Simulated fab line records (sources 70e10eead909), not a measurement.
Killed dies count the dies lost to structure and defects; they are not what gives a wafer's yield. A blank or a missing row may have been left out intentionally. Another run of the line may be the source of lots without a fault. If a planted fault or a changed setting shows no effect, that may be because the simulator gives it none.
Comparing a struck lot with a sound one	flow nand_harc	19 steps out of a route of 1159
Sound: the wafers L480.1, L480.3, L480.6. Struck: wafer L488.5. (L488.3, L488.6 of the same lot were not struck and are left out.) The cause comes at the end.
Each step with rows lists, per side, the tool, then ch with its chambers, then its first start. Under that, the readings that differ: sound wafers	struck wafers	difference of the means	sigmas: that difference in standard deviations of wafers without a fault.
alike: readings whose means differ by less than 2 such deviations, and words and numbers that are the same on both sides. not compared: withheld readings, readings that some wafer has no value for, bounds like >300 that may hide the same value, and numbers for which the record gives no deviation and whose values overlap.
The two part at a step that has a row with sigmas, a row that says differs or no value, or rows on one side only. Numbers that have no deviation but don't overlap get no sigmas and don't part them. A reading that every wafer of one side lacks parts them only if that side has two wafers or more.

NHARC_A_ONON_D1_INSPECT_32:
  struck on defect_inspect-01, day 14 00:20; sound on defect_inspect-01, day 11 18:50
  alike: raw_defect_count
NHARC_A_CHANNEL_HOLE_D1_DEP_00: deposits aC, target thk 3100 nm.
  sound on acl_dep-01 ch 0, day 11 18:54; struck on acl_dep-02 ch 0, day 14 01:04
  alike: throttle_valve_pct
NHARC_A_CHANNEL_HOLE_D1_DEP_01: deposits SiON, target thk 140 nm.
  sound on pecvd-03 ch 1,2, day 11 20:48; struck on pecvd-04 ch 0, day 14 02:22
  alike: heater_power_w, rf_fwd_power_W
then, 9 steps without rows for these wafers: NHARC_A_CHANNEL_HOLE_D1_DEHYDRATE_02 (time 120 s); NHARC_A_CHANNEL_HOLE_D1_HMDS_03 (time 30 s); NHARC_A_CHANNEL_HOLE_D1_COAT_36 (time 75 s); NHARC_A_CHANNEL_HOLE_D1_COAT_37 (time 65 s); NHARC_A_CHANNEL_HOLE_D1_COAT_04 (resist thk 90 nm); NHARC_A_CHANNEL_HOLE_D1_SOFTBAKE_05 (time 55 s); NHARC_A_CHANNEL_HOLE_D1_EBR_06; NHARC_A_CHANNEL_HOLE_D1_EXPOSE_07 (exposes mask HOLE D1, target cd 100 nm); NHARC_A_CHANNEL_HOLE_D1_PEB_08 (peb time 65 s).
NHARC_A_CHANNEL_HOLE_D1_DEVELOP_09: develop time 35 s.
  sound on litho_track-01 ch 0, day 11 21:00; struck on litho_track-04 ch 0, day 14 03:00
  alike: developer_temp_C
NHARC_A_CHANNEL_HOLE_D1_CD_MEAS_10: target cd 100 nm.
  sound on cd_sem-03 ch 0, day 11 21:23; struck on cd_sem-02 ch 0, day 14 03:13
  alike: cd_nm
NHARC_A_CHANNEL_HOLE_D1_OVL_MEAS_11:
  struck on overlay-02, day 14 03:18; sound on overlay-01, day 11 21:29
  alike: overlay_x_nm, overlay_y_nm
NHARC_A_CHANNEL_HOLE_D1_INSPECT_12:
  struck on defect_inspect-01, day 14 03:20; sound on defect_inspect-01, day 11 21:31
  alike: raw_defect_count
NHARC_A_CHANNEL_HOLE_D1_DESCUM_15: chemistry O2, time 3 s.
  sound on rie_diel-02 ch 1,2, day 11 21:35; struck on rie_diel-07 ch 3, day 14 03:25
reading	sound	struck	difference	sigmas
oes_product_au (a.u.)	1.000 1.001 0.998	0.969	-0.031	-2
rf_vpp_V (V)	56.1 58.2 56.1	58.9	+2.1	+2
showerhead_plenum_p_Torr (Torr)	1.83 1.79 1.79	2.03	+0.23	+2
  alike: drypump_motor_current_A, throttle_valve_pct
  not compared: rf_hours_counter_h, model.A_CHANNEL_HOLE_D1.cd_nm
NHARC_A_CHANNEL_HOLE_D1_ETCH_38: etches the open film in CF4, target depth 39 nm, time 65 s.
  sound on rie_diel-02 ch 1,3, day 11 21:40; struck on rie_diel-07 ch 1, day 14 03:29
reading	sound	struck	difference	sigmas
model.A_CHANNEL_HOLE_D1.cd_nm (nm)	99.09 101.5 101.8	102	+1	
  alike: drypump_motor_current_A, oes_product_au, rf_fwd_power_W, rf_vpp_V, showerhead_plenum_p_Torr, throttle_valve_pct
  not compared: rf_hours_counter_h
NHARC_A_CHANNEL_HOLE_D1_ETCH_39: etches the open film in N2/H2, target depth 260 nm, time 325 s.
  sound on rie_diel-02 ch 1,2,3; struck on rie_diel-07 ch 0
reading	sound	struck	difference	sigmas
oes_product_au (a.u.)	0.987 1.010 0.980	0.956	-0.036	-2
  alike: drypump_motor_current_A, h2_flow_sccm, rf_fwd_power_W, rf_vpp_V, showerhead_plenum_p_Torr, throttle_valve_pct
  not compared: rf_hours_counter_h

WHERE THEY PART
Earliest at NHARC_A_CHANNEL_HOLE_D1_DESCUM_15; latest, in this record, at NHARC_A_CHANNEL_HOLE_D1_ETCH_39.

WHY: the cause the simulator had injected
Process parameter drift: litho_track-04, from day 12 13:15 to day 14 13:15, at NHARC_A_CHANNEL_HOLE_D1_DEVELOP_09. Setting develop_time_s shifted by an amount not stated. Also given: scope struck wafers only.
